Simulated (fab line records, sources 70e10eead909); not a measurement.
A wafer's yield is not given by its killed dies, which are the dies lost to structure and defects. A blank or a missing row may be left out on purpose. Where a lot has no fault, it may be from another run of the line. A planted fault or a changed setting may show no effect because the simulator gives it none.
Which tool did it? || flow nand harc || 24 lots with 72 wafers sampled at 5 steps, on a route of 1159 steps

WHAT THE GAUGES SHOWED, per wafer
NHARC_A_M1_INSPECT_11.
{"lot": "L077", "measured": "day 18 01:20", "on": "defect inspect-01", "raw defect count": "34 28 32"}
{"lot": "L074", "measured": "day 18 08:10", "on": "defect inspect-02", "raw defect count": "22 37 29"}
{"lot": "L075", "measured": "day 18 08:52", "on": "defect inspect-01", "raw defect count": "21 24 24"}
{"lot": "L079", "measured": "day 18 09:03", "on": "defect inspect-02", "raw defect count": "15 21 24"}
{"lot": "L076", "measured": "day 18 09:48", "on": "defect inspect-01", "raw defect count": "15 15 9"}
{"lot": "L078", "measured": "day 18 10:26", "on": "defect inspect-02", "raw defect count": "22 30 21"}
{"lot": "L080", "measured": "day 19 00:02", "on": "defect inspect-02", "raw defect count": "34 29 28"}
{"lot": "L081", "measured": "day 19 08:52", "on": "defect inspect-02", "raw defect count": "27 40 39"}
{"lot": "L083", "measured": "day 19 10:04", "on": "defect inspect-02", "raw defect count": "14 21 24"}
{"lot": "L082", "measured": "day 19 11:07", "on": "defect inspect-01", "raw defect count": "14 15 14"}
{"lot": "L085", "measured": "day 20 02:49", "on": "defect inspect-01", "raw defect count": "30 17 26"}
{"lot": "L084", "measured": "day 20 03:35", "on": "defect inspect-02", "raw defect count": "27 24 31"}
{"lot": "L087", "measured": "day 20 12:37", "on": "defect inspect-02", "raw defect count": "45 48 45"}
{"lot": "L086", "measured": "day 20 17:48", "on": "defect inspect-02", "raw defect count": "10 7 7"}
{"lot": "L090", "measured": "day 21 09:47", "on": "defect inspect-02", "raw defect count": "39 25 36"}
{"lot": "L089", "measured": "day 21 12:30", "on": "defect inspect-01", "raw defect count": "36 39 34"}
{"lot": "L088", "measured": "day 21 19:08", "on": "defect inspect-02", "raw defect count": "11 17 13"}
{"lot": "L091", "measured": "day 22 00:17", "on": "defect inspect-02", "raw defect count": "16 12 13"}
{"lot": "L093", "measured": "day 22 06:32", "on": "defect inspect-02", "raw defect count": "63 53 69"}
{"lot": "L092", "measured": "day 22 07:29", "on": "defect inspect-02", "raw defect count": "71 54 63"}
{"lot": "L094", "measured": "day 22 23:20", "on": "defect inspect-01", "raw defect count": "17 24 20"}
{"lot": "L096", "measured": "day 22 23:55", "on": "defect inspect-02", "raw defect count": "35 48 58"}
{"lot": "L095", "measured": "day 23 02:10", "on": "defect inspect-01", "raw defect count": "48 42 40"}
{"lot": "L097", "measured": "day 23 05:02", "on": "defect inspect-01", "raw defect count": "26 25 25"}

NHARC_A_M1_CD_MEAS_16.
{"lot": "L077", "measured": "day 18 01:42", "on": "cd sem-03", "cd nm (nm)": "120.7 120.1 120.5"}
{"lot": "L074", "measured": "day 18 08:32", "on": "cd sem-02", "cd nm (nm)": "119.0 120.2 120.3"}
{"lot": "L075", "measured": "day 18 09:14", "on": "cd sem-02", "cd nm (nm)": "119.4 119.6 120.1"}
{"lot": "L079", "measured": "day 18 09:25", "on": "cd sem-03", "cd nm (nm)": "120.4 120.2 120.5"}
{"lot": "L076", "measured": "day 18 10:10", "on": "cd sem-02", "cd nm (nm)": "120.5 119.3 121.5"}
{"lot": "L078", "measured": "day 18 10:49", "on": "cd sem-02", "cd nm (nm)": "120.3 120.5 120.0"}
{"lot": "L080", "measured": "day 19 00:25", "on": "cd sem-01", "cd nm (nm)": "119.4 120.4 121.2"}
{"lot": "L081", "measured": "day 19 09:14", "on": "cd sem-02", "cd nm (nm)": "121.4 122.0 121.3"}
{"lot": "L083", "measured": "day 19 10:26", "on": "cd sem-02", "cd nm (nm)": "120.0 119.8 119.7"}
{"lot": "L082", "measured": "day 19 11:29", "on": "cd sem-02", "cd nm (nm)": "118.5 120.3 119.4"}
{"lot": "L085", "measured": "day 20 03:13", "on": "cd sem-03", "cd nm (nm)": "119.3 118.7 119.7"}
{"lot": "L084", "measured": "day 20 04:00", "on": "cd sem-02", "cd nm (nm)": "120.5 120.4 119.7"}
{"lot": "L087", "measured": "day 20 12:59", "on": "cd sem-02", "cd nm (nm)": "120.2 120.3 121.6"}
{"lot": "L086", "measured": "day 20 18:10", "on": "cd sem-03", "cd nm (nm)": "120.7 120.2 119.9"}
{"lot": "L090", "measured": "day 21 10:10", "on": "cd sem-02", "cd nm (nm)": "120.9 120.7 120.8"}
{"lot": "L089", "measured": "day 21 12:52", "on": "cd sem-02", "cd nm (nm)": "121.8 122.0 119.9"}
{"lot": "L088", "measured": "day 21 19:31", "on": "cd sem-02", "cd nm (nm)": "119.7 120.8 119.3"}
{"lot": "L091", "measured": "day 22 00:39", "on": "cd sem-02", "cd nm (nm)": "121.5 119.6 121.3"}
{"lot": "L093", "measured": "day 22 06:54", "on": "cd sem-02", "cd nm (nm)": "120.5 119.3 120.2"}
{"lot": "L092", "measured": "day 22 07:52", "on": "cd sem-03", "cd nm (nm)": "121.0 119.9 121.2"}
{"lot": "L094", "measured": "day 22 23:42", "on": "cd sem-02", "cd nm (nm)": "118.6 118.8 118.2"}
{"lot": "L096", "measured": "day 23 00:17", "on": "cd sem-03", "cd nm (nm)": "119.4 119.7 119.9"}
{"lot": "L095", "measured": "day 23 02:32", "on": "cd sem-02", "cd nm (nm)": "120.2 119.4 119.5"}
{"lot": "L097", "measured": "day 23 05:25", "on": "cd sem-03", "cd nm (nm)": "120.5 120.4 120.1"}

NHARC_A_BONDPAD_THK_MEAS_30: measures by ellipsometry.
{"lot": "L077", "measured": "day 18 05:20", "on": "film metro-02", "thk nm (nm)": "198.1 200.5 198.0"}
{"lot": "L074", "measured": "day 18 12:10", "on": "film metro-02", "thk nm (nm)": "202.3 198.8 200.9"}
{"lot": "L075", "measured": "day 18 12:53", "on": "film metro-01", "thk nm (nm)": "200.1 200.3 198.1"}
{"lot": "L079", "measured": "day 18 13:05", "on": "film metro-02", "thk nm (nm)": "199.2 197.5 198.9"}
{"lot": "L076", "measured": "day 18 14:57", "on": "film metro-01", "thk nm (nm)": "199.4 199.8 199.4"}
{"lot": "L078", "measured": "day 18 15:25", "on": "film metro-02", "thk nm (nm)": "200.5 198.2 201.8"}
{"lot": "L080", "measured": "day 19 04:23", "on": "film metro-02", "thk nm (nm)": "200.9 200.9 201.5"}
{"lot": "L081", "measured": "day 19 12:53", "on": "film metro-02", "thk nm (nm)": "199.1 195.7 199.0"}
{"lot": "L083", "measured": "day 19 14:04", "on": "film metro-01", "thk nm (nm)": "199.8 198.5 200.1"}
{"lot": "L082", "measured": "day 19 15:14", "on": "film metro-02", "thk nm (nm)": "201.6 200.7 198.2"}
{"lot": "L085", "measured": "day 20 06:50", "on": "film metro-02", "thk nm (nm)": "198.1 201.0 199.1"}
{"lot": "L084", "measured": "day 20 07:41", "on": "film metro-02", "thk nm (nm)": "197.8 198.5 197.2"}
{"lot": "L087", "measured": "day 20 16:50", "on": "film metro-01", "thk nm (nm)": "199.9 198.5 198.1"}
{"lot": "L086", "measured": "day 20 22:13", "on": "film metro-01", "thk nm (nm)": "201.5 198.9 199.1"}
{"lot": "L090", "measured": "day 21 13:47", "on": "film metro-02", "thk nm (nm)": "197.3 197.4 198.4"}
{"lot": "L089", "measured": "day 21 16:30", "on": "film metro-01", "thk nm (nm)": "198.5 200.6 200.4"}
{"lot": "L088", "measured": "day 21 23:09", "on": "film metro-01", "thk nm (nm)": "199.0 199.5 198.4"}
{"lot": "L091", "measured": "day 22 04:22", "on": "film metro-01", "thk nm (nm)": "197.4 199.0 199.5"}
{"lot": "L093", "measured": "day 22 10:37", "on": "film metro-01", "thk nm (nm)": "200.7 202.2 198.7"}
{"lot": "L092", "measured": "day 22 11:31", "on": "film metro-02", "thk nm (nm)": "199.4 199.9 199.2"}
{"lot": "L094", "measured": "day 23 03:20", "on": "film metro-01", "thk nm (nm)": "201.9 203.9 200.1"}
{"lot": "L096", "measured": "day 23 03:56", "on": "film metro-01", "thk nm (nm)": "200.8 199.7 199.9"}
{"lot": "L095", "measured": "day 23 06:10", "on": "film metro-01", "thk nm (nm)": "199.9 200.1 200.0"}
{"lot": "L097", "measured": "day 23 09:32", "on": "film metro-02", "thk nm (nm)": "201.7 201.6 201.3"}

WHAT TOOL EACH LOT RAN ON (gives the tool, then ch and the chambers of the sampled wafers, and finally the start)
{"lot": "L077", "NHARC_A_M1_ETCH_28": "rie diel-01 ch 0,1, day 18 05:05 or earlier", "NHARC_A_BONDPAD_CMP_29": "cmp-04 ch 1,2, day 18 05:05"}
{"lot": "L074", "NHARC_A_M1_ETCH_28": "rie diel-08 ch 0,1,2, day 18 11:55 or earlier", "NHARC_A_BONDPAD_CMP_29": "cmp-04 ch 0,1,3, day 18 11:55"}
{"lot": "L075", "NHARC_A_M1_ETCH_28": "rie diel-08 ch 0,2, day 18 12:39 or earlier", "NHARC_A_BONDPAD_CMP_29": "cmp-03 ch 0,1,3, day 18 12:39"}
{"lot": "L079", "NHARC_A_M1_ETCH_28": "rie diel-01 ch 1,2, day 18 12:50 or earlier", "NHARC_A_BONDPAD_CMP_29": "cmp-02 ch 0,1, day 18 12:50"}
{"lot": "L076", "NHARC_A_M1_ETCH_28": "rie diel-08 ch 1,2,3, day 18 14:42 or earlier", "NHARC_A_BONDPAD_CMP_29": "cmp-04 ch 1,2, day 18 14:42"}
{"lot": "L078", "NHARC_A_M1_ETCH_28": "rie diel-13 ch 0,3, day 18 15:13 or earlier", "NHARC_A_BONDPAD_CMP_29": "cmp-04 ch 1,2,3, day 18 15:13"}
{"lot": "L080", "NHARC_A_M1_ETCH_28": "rie diel-08 ch 1,2,3, day 19 04:08 or earlier", "NHARC_A_BONDPAD_CMP_29": "cmp-04 ch 0,1, day 19 04:08"}
{"lot": "L081", "NHARC_A_M1_ETCH_28": "rie diel-13 ch 2,3, day 19 12:38 or earlier", "NHARC_A_BONDPAD_CMP_29": "cmp-03 ch 1,2, day 19 12:38"}
{"lot": "L083", "NHARC_A_M1_ETCH_28": "rie diel-13 ch 0,2, day 19 13:50 or earlier", "NHARC_A_BONDPAD_CMP_29": "cmp-04 ch 1,3, day 19 13:50"}
{"lot": "L082", "NHARC_A_M1_ETCH_28": "rie diel-13 ch 0,1, day 19 14:59 or earlier", "NHARC_A_BONDPAD_CMP_29": "cmp-04 ch 0,3, day 19 14:59"}
{"lot": "L085", "NHARC_A_M1_ETCH_28": "rie diel-01 ch 1,2, day 20 06:35 or earlier", "NHARC_A_BONDPAD_CMP_29": "cmp-02 ch 1,3, day 20 06:35"}
{"lot": "L084", "NHARC_A_M1_ETCH_28": "rie diel-01 ch 0,1, day 20 07:29 or earlier", "NHARC_A_BONDPAD_CMP_29": "cmp-02 ch 0,1,3, day 20 07:29"}
{"lot": "L087", "NHARC_A_M1_ETCH_28": "rie diel-13 ch 0,1,2, day 20 16:38 or earlier", "NHARC_A_BONDPAD_CMP_29": "cmp-03 ch 0,2,3, day 20 16:38"}
{"lot": "L086", "NHARC_A_M1_ETCH_28": "rie diel-13 ch 0,1,2, day 20 21:58 or earlier", "NHARC_A_BONDPAD_CMP_29": "cmp-02 ch 1,2, day 20 21:58"}
{"lot": "L090", "NHARC_A_M1_ETCH_28": "rie diel-01 ch 0,2,3, day 21 13:35 or earlier", "NHARC_A_BONDPAD_CMP_29": "cmp-03 ch 0,2,3, day 21 13:35"}
{"lot": "L089", "NHARC_A_M1_ETCH_28": "rie diel-08 ch 2,3, day 21 16:15 or earlier", "NHARC_A_BONDPAD_CMP_29": "cmp-02 ch 1,2,3, day 21 16:15"}
{"lot": "L088", "NHARC_A_M1_ETCH_28": "rie diel-13 ch 0,2, day 21 22:54 or earlier", "NHARC_A_BONDPAD_CMP_29": "cmp-02 ch 0,3, day 21 22:54"}
{"lot": "L091", "NHARC_A_M1_ETCH_28": "rie diel-08 ch 0,2,3, day 22 04:08 or earlier", "NHARC_A_BONDPAD_CMP_29": "cmp-03 ch 0,3, day 22 04:08"}
{"lot": "L093", "NHARC_A_M1_ETCH_28": "rie diel-08 ch 0,3, day 22 10:21 or earlier", "NHARC_A_BONDPAD_CMP_29": "cmp-04 ch 0,3, day 22 10:21"}
{"lot": "L092", "NHARC_A_M1_ETCH_28": "rie diel-13 ch 1,2, day 22 11:19 or earlier", "NHARC_A_BONDPAD_CMP_29": "cmp-02 ch 1,2,3, day 22 11:19"}
{"lot": "L094", "NHARC_A_M1_ETCH_28": "rie diel-08 ch 1,2,3, day 23 03:05 or earlier", "NHARC_A_BONDPAD_CMP_29": "cmp-04 ch 0,1,3, day 23 03:05"}
{"lot": "L096", "NHARC_A_M1_ETCH_28": "rie diel-08 ch 1,3, day 23 03:41 or earlier", "NHARC_A_BONDPAD_CMP_29": "cmp-02 ch 1,2, day 23 03:41"}
{"lot": "L095", "NHARC_A_M1_ETCH_28": "rie diel-08 ch 0,1,3, day 23 05:55 or earlier", "NHARC_A_BONDPAD_CMP_29": "cmp-04 ch 0,2,3, day 23 05:55"}
{"lot": "L097", "NHARC_A_M1_ETCH_28": "rie diel-13 ch 0,3, day 23 09:17 or earlier", "NHARC_A_BONDPAD_CMP_29": "cmp-03 ch 1,2, day 23 09:17"}
- NHARC_A_M1_ETCH_28: etches the open film in CF4/N2, target depth 30 nm, time 72.99 s.
- NHARC_A_BONDPAD_CMP_29: polishes SiCN, target thk 200 nm.

AS READ BY THE TOOLS THEMSELVES (means over the sampled wafers that have a number; for cases with no such wafer, the mark the record gives instead)
NHARC_A_M1_ETCH_28.
{"lot": "L077", "tool": "rie diel-01", "drypump motor current A (A)": 5.4, "oes product au (a.u.)": 1.002, "rf vpp V (V)": 313.8, "showerhead plenum p Torr (Torr)": 2.57, "throttle valve pct (%)": 19.791}
{"lot": "L074", "tool": "rie diel-08", "drypump motor current A (A)": 5.8, "oes product au (a.u.)": 0.994, "rf vpp V (V)": 313.0, "showerhead plenum p Torr (Torr)": 2.58, "throttle valve pct (%)": 19.789}
{"lot": "L075", "tool": "rie diel-08", "drypump motor current A (A)": 6.1, "oes product au (a.u.)": 0.999, "rf vpp V (V)": 313.5, "showerhead plenum p Torr (Torr)": 2.56, "throttle valve pct (%)": 19.786}
{"lot": "L079", "tool": "rie diel-01", "drypump motor current A (A)": 5.9, "oes product au (a.u.)": 1.001, "rf vpp V (V)": 313.6, "showerhead plenum p Torr (Torr)": 2.55, "throttle valve pct (%)": 19.795}
{"lot": "L076", "tool": "rie diel-08", "drypump motor current A (A)": 6.0, "oes product au (a.u.)": 0.991, "rf vpp V (V)": 313.3, "showerhead plenum p Torr (Torr)": 2.55, "throttle valve pct (%)": 19.798}
{"lot": "L078", "tool": "rie diel-13", "drypump motor current A (A)": 5.4, "oes product au (a.u.)": 1.002, "rf vpp V (V)": 314.6, "showerhead plenum p Torr (Torr)": 2.66, "throttle valve pct (%)": 19.798}
{"lot": "L080", "tool": "rie diel-08", "drypump motor current A (A)": 6.0, "oes product au (a.u.)": 1.000, "rf vpp V (V)": 312.9, "showerhead plenum p Torr (Torr)": 2.55, "throttle valve pct (%)": 19.795}
{"lot": "L081", "tool": "rie diel-13", "drypump motor current A (A)": 5.2, "oes product au (a.u.)": 1.007, "rf vpp V (V)": 317.1, "showerhead plenum p Torr (Torr)": 2.75, "throttle valve pct (%)": 19.801}
{"lot": "L083", "tool": "rie diel-13", "drypump motor current A (A)": 5.6, "oes product au (a.u.)": 0.994, "rf vpp V (V)": 316.3, "showerhead plenum p Torr (Torr)": 2.74, "throttle valve pct (%)": 19.798}
{"lot": "L082", "tool": "rie diel-13", "drypump motor current A (A)": 5.4, "oes product au (a.u.)": 0.996, "rf vpp V (V)": 314.0, "showerhead plenum p Torr (Torr)": 2.60, "throttle valve pct (%)": 19.780}
{"lot": "L085", "tool": "rie diel-01", "drypump motor current A (A)": 5.9, "oes product au (a.u.)": 1.004, "rf vpp V (V)": 313.2, "showerhead plenum p Torr (Torr)": 2.55, "throttle valve pct (%)": 19.788}
{"lot": "L084", "tool": "rie diel-01", "drypump motor current A (A)": 5.3, "oes product au (a.u.)": 1.010, "rf vpp V (V)": 314.0, "showerhead plenum p Torr (Torr)": 2.62, "throttle valve pct (%)": 19.795}
{"lot": "L087", "tool": "rie diel-13", "drypump motor current A (A)": 5.5, "oes product au (a.u.)": 0.988, "rf vpp V (V)": 315.5, "showerhead plenum p Torr (Torr)": 2.69, "throttle valve pct (%)": 19.796}
{"lot": "L086", "tool": "rie diel-13", "drypump motor current A (A)": 5.5, "oes product au (a.u.)": 0.989, "rf vpp V (V)": 314.9, "showerhead plenum p Torr (Torr)": 2.68, "throttle valve pct (%)": 19.791}
{"lot": "L090", "tool": "rie diel-01", "drypump motor current A (A)": 5.8, "oes product au (a.u.)": 1.002, "rf vpp V (V)": 313.9, "showerhead plenum p Torr (Torr)": 2.61, "throttle valve pct (%)": 19.789}
{"lot": "L089", "tool": "rie diel-08", "drypump motor current A (A)": 6.3, "oes product au (a.u.)": 0.996, "rf vpp V (V)": 312.8, "showerhead plenum p Torr (Torr)": 2.53, "throttle valve pct (%)": 19.787}
{"lot": "L088", "tool": "rie diel-13", "drypump motor current A (A)": 5.6, "oes product au (a.u.)": 0.981, "rf vpp V (V)": 316.5, "showerhead plenum p Torr (Torr)": 2.74, "throttle valve pct (%)": 19.799}
{"lot": "L091", "tool": "rie diel-08", "drypump motor current A (A)": 6.1, "oes product au (a.u.)": 1.014, "rf vpp V (V)": 315.1, "showerhead plenum p Torr (Torr)": 2.62, "throttle valve pct (%)": 19.790}
{"lot": "L093", "tool": "rie diel-08", "drypump motor current A (A)": 6.0, "oes product au (a.u.)": 1.010, "rf vpp V (V)": 316.2, "showerhead plenum p Torr (Torr)": 2.71, "throttle valve pct (%)": 19.781}
{"lot": "L092", "tool": "rie diel-13", "drypump motor current A (A)": 5.3, "oes product au (a.u.)": 1.001, "rf vpp V (V)": 315.4, "showerhead plenum p Torr (Torr)": 2.72, "throttle valve pct (%)": 19.787}
{"lot": "L094", "tool": "rie diel-08", "drypump motor current A (A)": 6.0, "oes product au (a.u.)": 0.997, "rf vpp V (V)": 313.4, "showerhead plenum p Torr (Torr)": 2.54, "throttle valve pct (%)": 19.799}
{"lot": "L096", "tool": "rie diel-08", "drypump motor current A (A)": 6.1, "oes product au (a.u.)": 1.003, "rf vpp V (V)": 313.9, "showerhead plenum p Torr (Torr)": 2.60, "throttle valve pct (%)": 19.792}
{"lot": "L095", "tool": "rie diel-08", "drypump motor current A (A)": 5.9, "oes product au (a.u.)": 1.001, "rf vpp V (V)": 314.7, "showerhead plenum p Torr (Torr)": 2.63, "throttle valve pct (%)": 19.790}
{"lot": "L097", "tool": "rie diel-13", "drypump motor current A (A)": 5.3, "oes product au (a.u.)": 0.998, "rf vpp V (V)": 315.3, "showerhead plenum p Torr (Torr)": 2.66, "throttle valve pct (%)": 19.788}

NHARC_A_BONDPAD_CMP_29.
{"lot": "L077", "tool": "cmp-04", "motor current A (A)": 12.1, "retaining ring pressure frac": 0.993}
{"lot": "L074", "tool": "cmp-04", "motor current A (A)": 12.6, "retaining ring pressure frac": 1.001}
{"lot": "L075", "tool": "cmp-03", "motor current A (A)": 12.3, "retaining ring pressure frac": 1.000}
{"lot": "L079", "tool": "cmp-02", "motor current A (A)": 12.4, "retaining ring pressure frac": 0.996}
{"lot": "L076", "tool": "cmp-04", "motor current A (A)": 13.5, "retaining ring pressure frac": 0.997}
{"lot": "L078", "tool": "cmp-04", "motor current A (A)": 13.6, "retaining ring pressure frac": 1.001}
{"lot": "L080", "tool": "cmp-04", "motor current A (A)": 11.7, "retaining ring pressure frac": 1.003}
{"lot": "L081", "tool": "cmp-03", "motor current A (A)": 12.9, "retaining ring pressure frac": 0.996}
{"lot": "L083", "tool": "cmp-04", "motor current A (A)": 12.7, "retaining ring pressure frac": 0.998}
{"lot": "L082", "tool": "cmp-04", "motor current A (A)": 13.5, "retaining ring pressure frac": 1.003}
{"lot": "L085", "tool": "cmp-02", "motor current A (A)": 11.5, "retaining ring pressure frac": 1.000}
{"lot": "L084", "tool": "cmp-02", "motor current A (A)": 11.7, "retaining ring pressure frac": 0.999}
{"lot": "L087", "tool": "cmp-03", "motor current A (A)": 12.3, "retaining ring pressure frac": 1.000}
{"lot": "L086", "tool": "cmp-02", "motor current A (A)": 12.2, "retaining ring pressure frac": 0.994}
{"lot": "L090", "tool": "cmp-03", "motor current A (A)": 12.1, "retaining ring pressure frac": 1.007}
{"lot": "L089", "tool": "cmp-02", "motor current A (A)": 11.7, "retaining ring pressure frac": 0.995}
{"lot": "L088", "tool": "cmp-02", "motor current A (A)": 11.6, "retaining ring pressure frac": 1.004}
{"lot": "L091", "tool": "cmp-03", "motor current A (A)": 11.8, "retaining ring pressure frac": 0.999}
{"lot": "L093", "tool": "cmp-04", "motor current A (A)": 13.0, "retaining ring pressure frac": 1.005}
{"lot": "L092", "tool": "cmp-02", "motor current A (A)": 11.7, "retaining ring pressure frac": 0.997}
{"lot": "L094", "tool": "cmp-04", "motor current A (A)": 12.1, "retaining ring pressure frac": 0.999}
{"lot": "L096", "tool": "cmp-02", "motor current A (A)": 12.2, "retaining ring pressure frac": 1.005}
{"lot": "L095", "tool": "cmp-04", "motor current A (A)": 13.5, "retaining ring pressure frac": 1.005}
{"lot": "L097", "tool": "cmp-03", "motor current A (A)": 12.8, "retaining ring pressure frac": 1.003}

THE ANSWER, worked out from the rows above alone
Rule: the usual values come from the lots themselves. The widest of any qualifying gaps counts: lots, ordered by their means at a reading, are off when they make up no more than a third of the lots, leave a main group of 4 or more, and stand apart from it by 3 or more times the standard deviation of that group's means. The tables above print the reading to a certain number of digits; a main group whose means all agree to those digits is not used. A lot without any number at a reading at which 4 lots or more have one is off too. Any other lot the step has rows for is counted as sound. The gauges are gone through in route order, then the tools' own readings, and for those a lot's mean is taken as printed above. At the first step where some lot is off, the reading lying furthest off is the one used; lots without a number count as furthest.
No lot is off on any of the readings shown, so nothing can be concluded from this.

WHAT HAD BEEN PUT IN BY THE SIMULATOR
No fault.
